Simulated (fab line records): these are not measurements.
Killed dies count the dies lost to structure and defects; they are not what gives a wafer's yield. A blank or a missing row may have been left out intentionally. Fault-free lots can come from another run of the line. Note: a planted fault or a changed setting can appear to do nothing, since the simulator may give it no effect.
Struck lot and sound lot, side by side :: flow n5_finfet :: 31 out of 1938 route steps
Sound: the wafers L873.1, L873.2, L873.6. Wafers struck: L884.3, L884.5, L884.6. The cause is given at the end.
For every step that has rows: the tool of each side, followed by ch and its chambers, followed by its first start. Under that, the readings that differ: sound wafers :: struck wafers :: difference of the means :: sigmas: that difference in standard deviations of wafers without a fault.
alike: a reading whose means differ by less than 2 such deviations, as well as words and numbers matching on both sides. not compared: withheld readings; readings where some wafer has no value; bounds like >300 that might hide an equal value; numbers whose values overlap and for which the record gives no deviation.
Wherever a step has rows on one side only, a row that says differs or no value, or a row with sigmas, the two part there. Numbers that have no deviation but don't overlap get no sigmas and don't part them. Lack of a reading on every wafer of one side parts them only where that side has two or more wafers.

first, 8 steps without rows for these wafers: N5_FIN_SAQP_HM_OPEN_33 (chemistry CH3F/O2, target SiNx, target depth 49.4 nm, time 70.6 s); N5_FIN_SAQP_ETCH_34 (etches SiO2 in C4F6/O2, target depth 45 nm, time 15 s); N5_FIN_SAQP_STRIP_77 (strips in N2/H2, time 90 s); N5_FIN_SAQP_ETCH_64 (etches SiO2 in CF4, target depth 1.5 nm); N5_FIN_SAQP_FIN_ETCH_36 (etches the open film in HBr/Cl2/O2, target depth 120 nm, time 50.4 s); N5_FIN_SAQP_PRECLEAN_38 (cleans in O3/DIW, time 45 s); N5_FIN_SAQP_PRECLEAN_45 (cleans in dHF, time 10 s); N5_FIN_SAQP_SRD_39 (time 30 s).
N5_FIN_CUT_COAT_18: time 60 s, resist thk 230 nm.
  sound on litho_track-03 ch 0, day 2 08:17; struck on litho_track-03 ch 0, day 5 05:26
reading: spin_speed_rpm (rpm)
sound: 1500.0 1501.9 1501.1
struck: 1818.2 1818.9 1819.2
difference: +317.8
sigmas: +99 or more

reading: model.SOC_of_FIN_CUT_COAT_18.thk_nm (nm)
sound: 229.8 229.6 229.8
struck: 208.6 208 208.4
difference: -21.4
sigmas: 
then, 11 steps without rows for these wafers: N5_FIN_CUT_COAT_19 (time 60 s, resist thk 20 nm); N5_FIN_CUT_COAT_29 (time 60 s, resist thk 10 nm); N5_FIN_CUT_COAT_02 (resist thk 30 nm); N5_FIN_CUT_EBR_04; N5_FIN_CUT_SOFTBAKE_03 (time 60 s); N5_FIN_CUT_EXPOSE_05 (exposes mask FIN CUT); N5_FIN_CUT_PEB_06 (peb time 60 s); N5_FIN_CUT_DEVELOP_07 (develop time 30 s); N5_FIN_CUT_DESCUM_13 (chemistry O2, time 7 s); N5_FIN_CUT_ETCH_30 (etches underlayer in N2/H2, target depth 13 nm, time 10.4 s); N5_FIN_CUT_ETCH_20 (etches SiARC in CF4, target depth 26 nm, time 43.3 s).
N5_FIN_CUT_ETCH_21: etches SOC in N2/H2, target depth 219 nm, overetch 43.8 nm, time 523.5 s.
  sound on rie_diel-01 ch 2,3, day 2 08:53; struck on rie_diel-05 ch 1,2, day 5 06:02
reading: model.etch.depth_nm (nm)
sound: 229.8 229.5 229.8
struck: 208.6 208 208.5
difference: -21.3
sigmas: 
  alike: drypump_motor_current_A, oes_product_au, rf_vpp_V, showerhead_plenum_p_Torr, throttle_valve_pct
  not compared: rf_hours_counter_h
then, 7 steps without rows for these wafers: N5_FIN_CUT_STRIP_23 (strips in N2/H2); N5_FIN_CUT_STRIP_31 (strips in N2/H2); N5_FIN_CUT_STRIP_24 (strips in CF4); N5_FIN_CUT_CUT_ETCH_26 (etches SiNx in CH3F/O2, target depth 39 nm, time 55.7 s); N5_FIN_CUT_CUT_ETCH_27 (etches SiO2 in CHF3/O2, target depth 4 nm, overetch 2 nm, time 4.9 s); N5_FIN_CUT_PRECLEAN_35 (cleans in vHF, time 13.3 s); N5_FIN_CUT_CUT_ETCH_15 (etches Si in HBr/Cl2/O2, target depth 100 nm, bt time 10 s, time 42.4 s).
N5_FIN_CUT_CUT_ETCH_28: etches Si in HBr/Cl2/O2, target depth 6 nm, time 2.4 s.
  sound on rie_si-01 ch 0,3, day 2 09:46; struck on rie_si-01 ch 2,3, day 5 06:38
reading: model.SOC_of_FIN_CUT_COAT_18.thk_nm (nm)
sound: 169.2 167.4 168.4
struck: 147.4 147 147.4
difference: -21.1
sigmas: 
  alike: drypump_motor_current_A, oes_product_au, throttle_valve_pct
  not compared: rf_hours_counter_h
then, 1 step without rows for these wafers: N5_FIN_CUT_STRIP_22 (strips in N2/H2).
-- here the record skips 6 days between the struck wafers' starts before and after, leaving off in module FIN_CUT and picking up in module BEOL_M4 (first step shown: number 1111 of the route) --
N5_BEOL_M4_RC_MEAS_101:
  sound on prober-01 ch 0, day 8 05:14; struck on prober-02 ch 0, day 10 21:26
reading: SS_N (mV/dec)
sound: 71.2 71.2 70.9
struck: 72.6 72.5 72.6
difference: +1.5
sigmas: +3
  alike: DIBL_N, DIBL_P, IOFF_N, IOFF_P, ION_N, ION_P, SS_P, VT_N, VT_P

== WHERE THEY PART ==
First at N5_FIN_CUT_COAT_18; last, within this record, at N5_BEOL_M4_RC_MEAS_101.

WHY: what had been put in by the simulator
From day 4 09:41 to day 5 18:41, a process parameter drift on litho_track-03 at N5_FIN_CUT_COAT_18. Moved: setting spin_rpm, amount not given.
